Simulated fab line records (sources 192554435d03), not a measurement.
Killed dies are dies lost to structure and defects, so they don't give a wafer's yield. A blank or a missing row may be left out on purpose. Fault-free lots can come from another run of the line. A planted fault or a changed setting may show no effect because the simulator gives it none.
Chamber matching || flow n5-finfet || 4 sister chambers for N5_GATE_CUT_CMP_23 on cmp-03
The step polishes, stops on SiO2, t overpolish 23.4 s, target thk 16 nm. 16 wafers are shown with their chamber, then 8 later ones without.

== EACH WAFER AND ITS CHAMBER ==
{"wafer": "L290.1", "chamber": 2, "motor-current-A (A)": 8.6, "slurry-filter-dp-kPa (kPa)": 13.56, "time-to-endpoint-s (s)": 18.2}
{"wafer": "L290.3", "chamber": 3, "motor-current-A (A)": 9.3, "slurry-filter-dp-kPa (kPa)": 13.53, "time-to-endpoint-s (s)": 20.3}
{"wafer": "L290.4", "chamber": 1, "motor-current-A (A)": 8.9, "slurry-filter-dp-kPa (kPa)": 13.21, "time-to-endpoint-s (s)": 18.7}
{"wafer": "L293.1", "chamber": 0, "motor-current-A (A)": 9.6, "slurry-filter-dp-kPa (kPa)": 13.42, "time-to-endpoint-s (s)": 22.1}
{"wafer": "L293.3", "chamber": 2, "motor-current-A (A)": 8.1, "slurry-filter-dp-kPa (kPa)": 13.61, "time-to-endpoint-s (s)": 19.9}
{"wafer": "L293.6", "chamber": 1, "motor-current-A (A)": 9.4, "slurry-filter-dp-kPa (kPa)": 13.28, "time-to-endpoint-s (s)": 20.5}
{"wafer": "L297.3", "chamber": 2, "motor-current-A (A)": 8.2, "slurry-filter-dp-kPa (kPa)": 13.55, "time-to-endpoint-s (s)": 18.8}
{"wafer": "L297.5", "chamber": 3, "motor-current-A (A)": 9.6, "slurry-filter-dp-kPa (kPa)": 13.50, "time-to-endpoint-s (s)": 19.5}
{"wafer": "L297.6", "chamber": 0, "motor-current-A (A)": 8.8, "slurry-filter-dp-kPa (kPa)": 13.44, "time-to-endpoint-s (s)": 21.9}
{"wafer": "L298.2", "chamber": 2, "motor-current-A (A)": 8.4, "slurry-filter-dp-kPa (kPa)": 13.68, "time-to-endpoint-s (s)": 21.7}
{"wafer": "L298.4", "chamber": 1, "motor-current-A (A)": 9.0, "slurry-filter-dp-kPa (kPa)": 13.39, "time-to-endpoint-s (s)": 20.9}
{"wafer": "L298.6", "chamber": 1, "motor-current-A (A)": 9.4, "slurry-filter-dp-kPa (kPa)": 13.48, "time-to-endpoint-s (s)": 20.0}
{"wafer": "L300.1", "chamber": 0, "motor-current-A (A)": 8.7, "slurry-filter-dp-kPa (kPa)": 13.60, "time-to-endpoint-s (s)": 19.2}
{"wafer": "L300.2", "chamber": 2, "motor-current-A (A)": 8.4, "slurry-filter-dp-kPa (kPa)": 13.43, "time-to-endpoint-s (s)": 25.0}
{"wafer": "L300.3", "chamber": 1, "motor-current-A (A)": 9.0, "slurry-filter-dp-kPa (kPa)": 13.46, "time-to-endpoint-s (s)": 19.6}
{"wafer": "L301.3", "chamber": 0, "motor-current-A (A)": 8.8, "slurry-filter-dp-kPa (kPa)": 13.39, "time-to-endpoint-s (s)": 20.2}

SIGNATURES (averages over the wafers above)
{"reading": "motor-current-A", "chamber 0": 8.975, "chamber 1": 9.140, "chamber 2": 8.340, "chamber 3": 9.450, "scatter within a chamber": 0.282}
{"reading": "slurry-filter-dp-kPa", "chamber 0": 13.4625, "chamber 1": 13.3640, "chamber 2": 13.5660, "chamber 3": 13.5150, "scatter within a chamber": 0.0978}
{"reading": "time-to-endpoint-s", "chamber 0": 20.850, "chamber 1": 19.940, "chamber 2": 20.720, "chamber 3": 19.900, "scatter within a chamber": 1.8}
Rule: a wafer lies at a distance from a chamber equal to the root of the sum of squares, over the readings, of (its reading less the chamber's mean, divided by the reading's scatter). If the next closest chamber is less than 2 further off than the closest, the wafer can't be placed; otherwise it belongs to the closest. The scatter: take each reading less its chamber's mean, square it, sum over the shown wafers, divide by the number of wafers less the number of chambers, and take the root.

== WAFERS MISSING THEIR CHAMBER ==
{"wafer": "L301.5", "motor-current-A (A)": 9.2, "slurry-filter-dp-kPa (kPa)": 13.53, "time-to-endpoint-s (s)": 19.8}
{"wafer": "L301.6", "motor-current-A (A)": 8.7, "slurry-filter-dp-kPa (kPa)": 13.41, "time-to-endpoint-s (s)": 19.6}
{"wafer": "L306.4", "motor-current-A (A)": 9.4, "slurry-filter-dp-kPa (kPa)": 13.66, "time-to-endpoint-s (s)": 19.0}
{"wafer": "L306.5", "motor-current-A (A)": 8.3, "slurry-filter-dp-kPa (kPa)": 13.75, "time-to-endpoint-s (s)": 19.1}
{"wafer": "L306.6", "motor-current-A (A)": 9.5, "slurry-filter-dp-kPa (kPa)": 13.52, "time-to-endpoint-s (s)": 20.6}
{"wafer": "L307.3", "motor-current-A (A)": 9.5, "slurry-filter-dp-kPa (kPa)": 13.83, "time-to-endpoint-s (s)": 16.9}
{"wafer": "L307.4", "motor-current-A (A)": 8.5, "slurry-filter-dp-kPa (kPa)": 13.56, "time-to-endpoint-s (s)": 20.5}
{"wafer": "L307.6", "motor-current-A (A)": 8.7, "slurry-filter-dp-kPa (kPa)": 13.49, "time-to-endpoint-s (s)": 18.3}

== EACH ONE'S CHAMBER ==
{"wafer": "L301.5", "from the rows above": "can't be placed: 3 or 0 or 1", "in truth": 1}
{"wafer": "L301.6", "from the rows above": "can't be placed: 0 or 1 or 2 or 3", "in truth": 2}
{"wafer": "L306.4", "from the rows above": "can't be placed: 3 or 0 or 1", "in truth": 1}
{"wafer": "L306.5", "from the rows above": "can't be placed: 2 or 0", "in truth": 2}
{"wafer": "L306.6", "from the rows above": "can't be placed: 3 or 0 or 1", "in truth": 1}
{"wafer": "L307.3", "from the rows above": "can't be placed: 3 or 0 or 1 or 2", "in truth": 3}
{"wafer": "L307.4", "from the rows above": "can't be placed: 2 or 0", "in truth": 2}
{"wafer": "L307.6", "from the rows above": "can't be placed: 0 or 2 or 1 or 3", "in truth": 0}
Placed correctly: 0 of 8. Unplaceable from these rows: 8, with the true chamber sitting among the candidates in 8. Wrongly placed: 0.
